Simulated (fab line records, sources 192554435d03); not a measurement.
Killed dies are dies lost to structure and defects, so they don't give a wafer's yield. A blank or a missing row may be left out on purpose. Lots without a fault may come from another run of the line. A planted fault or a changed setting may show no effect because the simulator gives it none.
A struck lot beside a sound one | flow n5_finfet | 14 steps out of a route of 1938
Sound: wafers L748.2, L748.4, L748.5. Struck: wafer L752.4. (L752.5 of the same lot was not struck and is left out.) The cause comes at the end.
At each step with rows: each side's tool, then ch and its chambers, then its first start. Under that, the readings that differ: sound wafers | struck wafers | difference of the means | sigmas: that difference in standard deviations of wafers without a fault.
alike: readings whose means differ by less than 2 such deviations, and words and numbers that are the same on both sides. not compared: withheld readings, readings that some wafer has no value for, bounds like >300 that may hide the same value, and numbers for which the record gives no deviation and whose values overlap.
The two part at a step that has a row with sigmas, a row that says differs or no value, or rows on one side only. Numbers that don't overlap but have no deviation are shown without sigmas and don't part them. A reading that every wafer of one side lacks parts them only if that side has two wafers or more.

N5_MOL_CONTACT_COAG_SPUTTER_143: material Co, target thk 2.5 nm.
  sound on pvd_sputter-02, day 6 13:02; struck on pvd_sputter-01, day 8 08:46
  alike: throttle_valve_pct
N5_MOL_CONTACT_COAG_CO_FILL_22: material Co, precursor CCTBA/H2, target thk 20 nm.
  sound on cvd_co-02 ch 0,1, day 6 13:14; struck on cvd_co-01 ch 1, day 8 09:10
  alike: heater_power_w
N5_MOL_CONTACT_COAG_ANNEAL_113: time 300 s.
  sound on rtp_anneal-01 ch 0, day 6 14:01; struck on rtp_anneal-02 ch 0, day 8 10:07
  reading             | sound          | struck | difference | sigmas
  lamp_zone_6_pct (%) | 2.59 2.59 2.59 | 2.72   | +0.13      | +2
  alike: anneal_temp_c_max, lamp_power_pct, wafer_temp_C_max
then, 4 steps without rows for these wafers: N5_MOL_CONTACT_COAG_PRE_CLEAN_142 (time 60 s); N5_MOL_CONTACT_COAG_SPUTTER_130 (material Co, target thk 47.5 nm); N5_MOL_CONTACT_COAG_PRECLEAN_125 (cleans in DIW, time 57.5 s); N5_MOL_CONTACT_COAG_SRD_126 (dry time 32 s).
N5_MOL_CONTACT_COAG_CMP_23: polishes, stops on SiO2, t overpolish 1.5 s, target thk 0 nm.
  sound on cmp-03 ch 0,1,2, day 6 15:59; struck on cmp-03 ch 2, day 8 11:29
  reading                      | sound             | struck | difference | sigmas
  retaining_ring_pressure_frac | 1.001 1.006 1.007 | 0.994  | -0.011     | -2
  alike: motor_current_A, overpolish_run_s, time_to_endpoint_s
then, 2 steps without rows for these wafers: N5_MOL_CONTACT_COAG_WET_ETCH_26 (target Co, target depth 13 nm); N5_MOL_CONTACT_COAG_WET_ETCH_116 (etches the open film in SC1-inhibited, target depth 4.6 nm, rinse time 30 s).
N5_MOL_CONTACT_COAG_ALD_27: deposits SiOC, target thk 17 nm, pulse time 1.5 s, time 2720 s.
  sound on ald_sin-01 ch 2,3, day 6 16:49; struck on ald_sin-01 ch 1, day 8 12:25
  reading          | sound                | struck | difference | sigmas
  run_length_s (s) | 2770.4 2769.5 2769.5 | 3170.7 | +400.9     | +99 or more
  time_s (s)       | 2720 2720 2720       | 3120.8 | +400.8     |
  alike: heater_power_w, precursor_pulse_height_rel
N5_MOL_CONTACT_COAG_CMP_28: polishes, stops on SiNx, t overpolish 0.85 s, target thk 14.522 nm.
  sound on cmp-03 ch 1,2,3, day 6 18:27; struck on cmp-03 ch 3, day 8 14:01
  alike: motor_current_A, retaining_ring_pressure_frac, time_to_endpoint_s
-- the record jumps here: 4 days lie between the struck wafers' starts before and after (it left off in module MOL_CONTACT_COAG and takes up again in module BEOL_M4, whose first step shown is number 1111 of the route) --
N5_BEOL_M4_RC_MEAS_101:
  sound on prober-02 ch 0, day 11 14:59; struck on prober-02 ch 0, day 13 00:04
  alike: DIBL_N, DIBL_P, IOFF_N, IOFF_P, ION_N, ION_P, SS_N, SS_P, VT_N, VT_P
then, 1 step without rows for these wafers: N5_PASSIVATION_PROBE_49.

WHERE THEY PART
First at N5_MOL_CONTACT_COAG_ANNEAL_113; last, within this record, at N5_MOL_CONTACT_COAG_ALD_27. Later steps at which nothing parts them and some readings are alike: N5_MOL_CONTACT_COAG_CMP_28, N5_BEOL_M4_RC_MEAS_101.

WHY: what the simulator had put in
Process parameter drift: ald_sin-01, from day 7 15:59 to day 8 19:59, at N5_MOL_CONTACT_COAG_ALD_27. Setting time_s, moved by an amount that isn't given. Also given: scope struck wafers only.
